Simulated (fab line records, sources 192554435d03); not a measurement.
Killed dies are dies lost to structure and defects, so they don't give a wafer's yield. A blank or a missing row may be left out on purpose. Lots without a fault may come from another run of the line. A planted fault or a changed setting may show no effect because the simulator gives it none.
Which tool did it? | flow n5_finfet | 9 lots, 27 wafers sampled, at 1 step of a route of 1938

WHAT THE GAUGES READ, wafer by wafer
N5_BEOL_M0_CUTY_CD_MEAS_57: target cd 200 nm.
lot  | measured     | on        | cd_nm (nm)
L436 | day 6 03:10  | cd_sem-01 | 201.4 201.0 201.1
L448 | day 9 02:15  | cd_sem-03 | 201.0 199.9 201.0
L450 | day 9 19:13  | cd_sem-03 | 199.1 199.0 200.2
L451 | day 10 02:04 | cd_sem-03 | 198.9 198.8 199.4
L454 | day 11 00:25 | cd_sem-03 | 199.9 200.0 199.6
L455 | day 11 02:35 | cd_sem-01 | 199.5 198.6 199.0
L456 | day 11 05:33 | cd_sem-02 | 198.8 199.5 199.3
L457 | day 11 13:56 | cd_sem-03 | 199.4 200.3 200.1
L458 | day 11 17:58 | cd_sem-02 | 199.8 199.5 201.4

WHICH TOOL RAN EACH LOT (tool, then ch and the chambers of the sampled wafers, then the start)
The record holds no process step before these readings.

THE ANSWER, worked out from the rows above alone
Rule: what is usual is taken from the lots themselves. Put in order of their means at a reading, lots are off if they are a third of the lots or fewer, leave a main group of 4 or more, and stand apart from it by a gap of 3 or more times the standard deviation of the main group's means; of several such gaps the widest counts. A main group whose means are all the same, to the digits that the tables above print for the reading, isn't used. A lot without any number at a reading at which 4 lots or more have one is off too. The other lots that the step has rows for count as sound.
No lot is off at any reading shown: from this, nothing can be told.

WHAT THE SIMULATOR HAD PUT IN
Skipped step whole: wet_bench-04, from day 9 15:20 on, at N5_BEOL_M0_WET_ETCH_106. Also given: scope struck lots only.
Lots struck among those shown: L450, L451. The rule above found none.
